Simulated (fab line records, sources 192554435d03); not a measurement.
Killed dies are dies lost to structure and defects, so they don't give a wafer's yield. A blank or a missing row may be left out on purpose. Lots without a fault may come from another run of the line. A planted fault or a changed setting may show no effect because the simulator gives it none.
A struck lot beside a sound one | flow n5_finfet | 15 steps out of a route of 1938
Sound: wafers L822.1, L822.2, L822.5. Struck: wafers L819.2, L819.4, L819.5. The cause comes at the end.
At each step with rows: each side's tool, then ch and its chambers, then its first start. Under that, the readings that differ: sound wafers | struck wafers | difference of the means | sigmas: that difference in standard deviations of wafers without a fault.
alike: readings whose means differ by less than 2 such deviations, and words and numbers that are the same on both sides. not compared: withheld readings, readings that some wafer has no value for, bounds like >300 that may hide the same value, and numbers for which the record gives no deviation and whose values overlap.
The two part at a step that has a row with sigmas, a row that says differs or no value, or rows on one side only. Numbers that don't overlap but have no deviation are shown without sigmas and don't part them. A reading that every wafer of one side lacks parts them only if that side has two wafers or more.

N5_SD_EPI_N_CD_MEAS_09: target cd 120 nm.
  sound on cd_sem-03 ch 0, day 7 06:56; struck on cd_sem-03 ch 0, day 6 08:17
  alike: cd_nm
N5_SD_EPI_N_OVL_MEAS_10:
  sound on overlay-01 ch 0, day 7 06:58; struck on overlay-01 ch 0, day 6 08:19
  alike: SD_N_BLK_OVL
N5_SD_EPI_N_INSPECT_11: inspects for defects (macro).
  sound on defect_inspect-01, day 7 06:59; struck on defect_inspect-02, day 6 08:21
  alike: raw_defect_count
N5_SD_EPI_N_DESCUM_14: chemistry O2, time 7.9 s.
  sound on rie_diel-04 ch 0,1,2, day 7 07:01; struck on rie_diel-03 ch 2,3, day 6 09:26
  alike: drypump_motor_current_A, oes_product_au, rf_vpp_V, showerhead_plenum_p_Torr, throttle_valve_pct
  not compared: rf_hours_counter_h
N5_SD_EPI_N_ETCH_34: etches SiARC in CF4, target depth 45.5 nm, time 75.8 s.
  sound on rie_diel-04 ch 0,1,2, day 7 07:03; struck on rie_diel-03 ch 2,3, day 6 09:28
  alike: cf4_flow_sccm, drypump_motor_current_A, etch_rf_on_time_s, oes_product_au, rf_vpp_V, showerhead_plenum_p_Torr, throttle_valve_pct
  not compared: rf_hours_counter_h
then, 2 steps without rows for these wafers: N5_SD_EPI_N_ETCH_35 (etches SOC in N2/H2, overetch 108 nm, time 486 s); N5_SD_EPI_N_STRIP_36 (strips in N2/H2).
N5_SD_EPI_N_ETCHBACK_44: etches SiNx in CH3F/O2, stops on SiO2, target depth 14.5 nm.
  sound on rie_diel-04 ch 0,1,2, day 7 07:26; struck on rie_diel-03 ch 2,3, day 6 09:50
  alike: drypump_motor_current_A, oes_product_au, rf_vpp_V, showerhead_plenum_p_Torr, throttle_valve_pct
  not compared: rf_hours_counter_h
N5_SD_EPI_N_ETCH_45: etches SiOCN in CH3F/O2, target depth 6 nm.
  sound on rie_diel-04 ch 0,1,2, day 7 07:32; struck on rie_diel-03 ch 2,3, day 6 09:56
  alike: drypump_motor_current_A, oes_product_au, rf_vpp_V, showerhead_plenum_p_Torr, throttle_valve_pct
  not compared: rf_hours_counter_h
N5_SD_EPI_N_ETCH_16: etches SiO2 in CHF3/O2, target depth 5 nm.
  sound on rie_diel-04 ch 0,1,2, day 7 07:38; struck on rie_diel-03 ch 2,3, day 6 10:02
  alike: drypump_motor_current_A, oes_product_au, rf_vpp_V, showerhead_plenum_p_Torr, throttle_valve_pct
  not compared: rf_hours_counter_h
then, 2 steps without rows for these wafers: N5_SD_EPI_N_STRIP_47 (strips in CHF3/O2); N5_SD_EPI_N_SD_RECESS_17 (chemistry HBr/Cl2/O2, target depth 41 nm, time 23.7 s, bt time 3 s).
N5_SD_EPI_N_STRIP_38: strips in N2/H2.
  sound on plasma_asher-02 ch 0,1, day 7 07:48; struck on plasma_asher-02 ch 0,1, day 6 10:13
  no value came back on the struck wafers for drypump_motor_current_A (A), h2_flow_sccm (sccm), heater_power_w (W), oes_product_au (a.u.); on the sound wafers drypump_motor_current_A (A) reads 6.03 5.47 5.47
  not compared: rf_hours_counter_h
then, 1 step without rows for these wafers: N5_SD_EPI_N_WET_ETCH_43 (etches SiO2 in dHF, time 14 s, target depth 1.5 nm).
-- the record jumps here: 5 days lie between the struck wafers' starts before and after (it left off in module SD_EPI_N and takes up again in module BEOL_M4, whose first step shown is number 1111 of the route) --
N5_BEOL_M4_RC_MEAS_101:
  sound on prober-01 ch 0, day 12 01:55; struck on prober-01 ch 0, day 11 15:10
  alike: DIBL_N, DIBL_P, IOFF_N, IOFF_P, ION_N, ION_P, SS_N, SS_P, VT_N, VT_P

WHERE THEY PART
Only at N5_SD_EPI_N_STRIP_38, within this record. Later steps at which nothing parts them and some readings are alike: N5_BEOL_M4_RC_MEAS_101.

WHY: what the simulator had put in
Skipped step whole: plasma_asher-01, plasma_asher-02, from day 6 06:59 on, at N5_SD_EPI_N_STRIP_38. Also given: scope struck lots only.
